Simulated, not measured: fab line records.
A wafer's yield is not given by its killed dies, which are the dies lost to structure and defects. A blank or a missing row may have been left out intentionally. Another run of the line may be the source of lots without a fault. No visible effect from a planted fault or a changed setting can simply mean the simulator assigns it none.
Struck lot and sound lot, side by side || flow nandHarc || 13 out of 1159 route steps
Sound: wafers L886.2, L886.5, L886.6. Struck: wafer L891.3; the same lot's L891.5 was not struck, so it is left out; see the end for the cause.
Order at every step that has rows: each side's tool, ch and its chambers, its first start. Under that, the readings that differ: sound wafers || struck wafers || difference of the means || sigmas: that difference in standard deviations of wafers without a fault.
alike: readings with means less than 2 such deviations apart, plus words and numbers identical on both sides. not compared: withheld readings, readings lacking a value on some wafer, bounds such as >300 that could conceal the same value, and numbers that have no deviation in the record and whose values overlap.
A row with sigmas, a row that says differs or no value, or rows on one side alone: a step with any of these is where the two part. Non-overlapping numbers with no deviation appear without sigmas and do not part them. Lack of a reading on every wafer of one side parts them only where that side has two or more wafers.

first, 1 step without rows for these wafers: NHARC_A_WL_FILL_ANNEAL_08 (time 1800 s).
NHARC_A_WL_FILL_ALD_10: deposits SiO2, target thk 50 nm, pulse time 10 s, ald cycles 500.
  sound on aldHk-03 ch 2,3, day 17 19:48; struck on aldHk-03 ch 2, day 18 05:51
  alike: heaterPowerW, precursorPulseHeightRel
  not compared: aldCycles
NHARC_A_WL_FILL_ETCHBACK_16: etches the open film in C4F8/O2/Ar, target depth 88 nm, time 17.6 s.
  sound on rieDiel-05 ch 2,3; struck on rieDiel-08 ch 2
  alike: oesProductAu, rfVppV
  not compared: rfHoursCounterH
NHARC_A_WL_FILL_STRIP_29: strips in O2, time 20 s.
  sound on rieDiel-05 ch 0,3, day 18 00:02; struck on rieDiel-08 ch 2, day 18 10:33
  alike: drypumpMotorCurrentA, mfcArSccm, oesProductAu, rfVppV, showerheadPlenumPTorr, throttleValvePct
  not compared: rfHoursCounterH
NHARC_A_WL_FILL_ETCHBACK_17: etches the open film in Cl2/BCl3, target depth 4 nm, time 26.7 s.
  sound on rieMetal-03 ch 0,1, day 18 00:09; struck on rieMetal-03 ch 0, day 18 10:40
  alike: drypumpMotorCurrentA, heBacksideLeakSccm, oesProductAu
  not compared: rfHoursCounterH
then, 6 steps without rows for these wafers: NHARC_A_WL_FILL_PRECLEAN_18 (cleans in dHF, time 30 s); NHARC_A_WL_FILL_SRD_21; NHARC_A_WL_FILL_CVD_23 (deposits poly-Si, target thk 40 nm, time 800 s); NHARC_A_WL_FILL_ETCHBACK_26 (etches the open film in HBr, target depth 52 nm, time 13.3 s); NHARC_A_WL_FILL_PRECLEAN_30 (cleans in dHF, time 10 s); NHARC_A_WL_FILL_SRD_14.
NHARC_A_WL_FILL_ALD_19: deposits TiN, target thk 2 nm, pulse time 3 s, ald cycles 100.
  sound on aldMetal-02 ch 0,1,2, day 18 05:39; struck on aldMetal-02 ch 0, day 18 16:17
{"reading": "aldCycles", "sound": "100 100 100", "struck": 110, "difference": "+10", "sigmas": ""}
  alike: heaterPowerW, precursorPulseHeightRel
NHARC_A_WL_FILL_CVD_20: deposits W, target thk 75 nm, time 5064 s.
  sound on cvdW-01 ch 0,1; struck on cvdW-02 ch 1
  alike: chamberPressureTorr, heaterPowerW, mfcArSccm, throttleValvePct

== WHERE THEY PART ==
Nowhere in this record.

WHY: what had been put in by the simulator
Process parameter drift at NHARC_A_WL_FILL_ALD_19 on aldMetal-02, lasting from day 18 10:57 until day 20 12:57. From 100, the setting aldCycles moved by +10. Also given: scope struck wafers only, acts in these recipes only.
